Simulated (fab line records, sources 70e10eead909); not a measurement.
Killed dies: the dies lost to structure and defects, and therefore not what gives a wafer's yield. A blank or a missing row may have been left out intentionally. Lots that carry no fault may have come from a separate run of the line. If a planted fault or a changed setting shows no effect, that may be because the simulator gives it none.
Shared-tool check | flow nand-harc | 1 lot, 3 wafers sampled

WHY THIS WAS OPENED
At NHARC_END_SORT_01 the reading killed-at-periphery is flagged on 1 of 1 lot. No-fault wafers: 4, standard deviation 3.2.
Rule: a lot is flagged in two cases, either no wafer of it has a number, or all its wafers with numbers fall more than 4 standard deviations from that mean. The rest of the lots are taken to be sound.

lot  | measured     | on        | killed-at-periphery, wafer by wafer | flag
L174 | day 25 17:55 | prober-02 | 617 630 633                         | FLAGGED
Flagged lots average 627: +623 relative to the usual, that is +99 or more standard deviations.

WHICH TOOL RAN EACH LOT
Before the reading, the record contains 2 process steps out of a 1302-step route. In each cell: the tool, then ch and the chambers that the sampled wafers went through, then the start.
lot  | flag    | NHARC_P_ZERO_WELL_EXPOSE_21      | NHARC_P_ZERO_WELL_DESCUM_54
L174 | FLAGGED | krf-scanner-01 ch 0, day 3 04:29 | rie-diel-12 ch 0,1,2, day 3 08:05
What these steps do:
- NHARC_P_ZERO_WELL_EXPOSE_21: exposes mask P NWELL, target cd 720 nm.
- NHARC_P_ZERO_WELL_DESCUM_54: chemistry O2, time 3 s.
- NHARC_END_SORT_01

FLAGGED AGAINST TOTAL, ONE TOOL AT A TIME (gauges that did the reading follow at the end)
step                        | tool           | lots run | flagged | share of the flagged lots | sound lots run after its first flagged lot
NHARC_P_ZERO_WELL_EXPOSE_21 | krf-scanner-01 | 1        | 1       | all                       | 0
NHARC_P_ZERO_WELL_DESCUM_54 | rie-diel-12    | 1        | 1       | all                       | 0
NHARC_END_SORT_01           | prober-02      | 1        | 1       | all                       | 0

WHAT THE TABLE PERMITS
krf-scanner-01 at NHARC_P_ZERO_WELL_EXPOSE_21, rie-diel-12 at NHARC_P_ZERO_WELL_DESCUM_54 and prober-02 at NHARC_END_SORT_01: these 3 rows of the table ran every flagged lot.
- krf-scanner-01 at NHARC_P_ZERO_WELL_EXPOSE_21: 1 of its 1 lot flagged. Because this sample shows no sound lot run on it before its first flagged lot, the start cannot be pinned down more closely.
- rie-diel-12 at NHARC_P_ZERO_WELL_DESCUM_54: 1 of its 1 lot flagged. Because this sample shows no sound lot run on it before its first flagged lot, the start cannot be pinned down more closely.
- prober-02 at NHARC_END_SORT_01: 1 of its 1 lot flagged. Because this sample shows no sound lot run on it before its first flagged lot, the start cannot be pinned down more closely.
Counting lots can't tell these 3 tools apart, because each fits a fault that began at some hour. More lots, or a look at what each step does to the wafer, might.

WHAT THE SIMULATOR HAD INSERTED
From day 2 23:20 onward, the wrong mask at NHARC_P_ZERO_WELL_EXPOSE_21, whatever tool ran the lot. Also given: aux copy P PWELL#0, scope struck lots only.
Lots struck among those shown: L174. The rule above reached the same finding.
